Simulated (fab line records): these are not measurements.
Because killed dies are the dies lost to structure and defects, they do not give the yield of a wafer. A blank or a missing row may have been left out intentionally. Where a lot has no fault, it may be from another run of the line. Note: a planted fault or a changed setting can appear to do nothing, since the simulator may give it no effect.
Matching of chambers	flow nand_harc	4 sister chambers for NHARC_P_GATE_DESCUM_31 on rie_diel-02
The step chemistry O2, time 3 s. 8 wafers are shown with their chamber, then 9 later ones without.

WAFERS WITH THEIR CHAMBER
wafer	chamber	drypump_motor_current_A (A)	showerhead_plenum_p_Torr (Torr)
L084.3	3	5.4	1.93
L084.6	2	5.2	1.79
L084.1	0	6.0	1.90
L084.4	1	5.5	1.96
L084.5	3	5.4	1.93
L086.1	0	5.9	1.90
L086.2	2	5.2	1.78
L086.4	1	5.5	1.96

WAFERS WHOSE CHAMBER IS MISSING
wafer	drypump_motor_current_A (A)	showerhead_plenum_p_Torr (Torr)
L088.2	6.0	1.90
L088.4	5.4	1.93
L088.5	5.2	1.78
L091.2	5.4	1.93
L091.3	5.5	1.96
L091.4	5.2	1.78
L094.2	5.9	1.90
L094.3	5.4	1.93
L094.4	5.2	1.78

WHICH CHAMBER EACH WENT THROUGH
wafer	from the rows above	in truth
L088.2	0	0
L088.4	3	3
L088.5	2	2
L091.2	3	3
L091.3	1	1
L091.4	2	2
L094.2	0	0
L094.3	3	3
L094.4	2	2
Placed correctly: 9 of 9. Number that these rows cannot place: 0. Number placed wrongly: 0.
How it was worked out, from the rows above alone: a wafer's distance from a chamber is the root of the sum, over the readings, of the square of ((its reading less the chamber's mean) divided by the reading's scatter). If the next closest chamber is less than 2 further off than the closest, the wafer can't be placed; otherwise it belongs to the closest. Each chamber's mean is taken over the wafers shown for it. How the scatter is found: for the shown wafers, subtract from each reading the mean of its chamber, square and add these, divide the total by (wafers less chambers), then take the root.
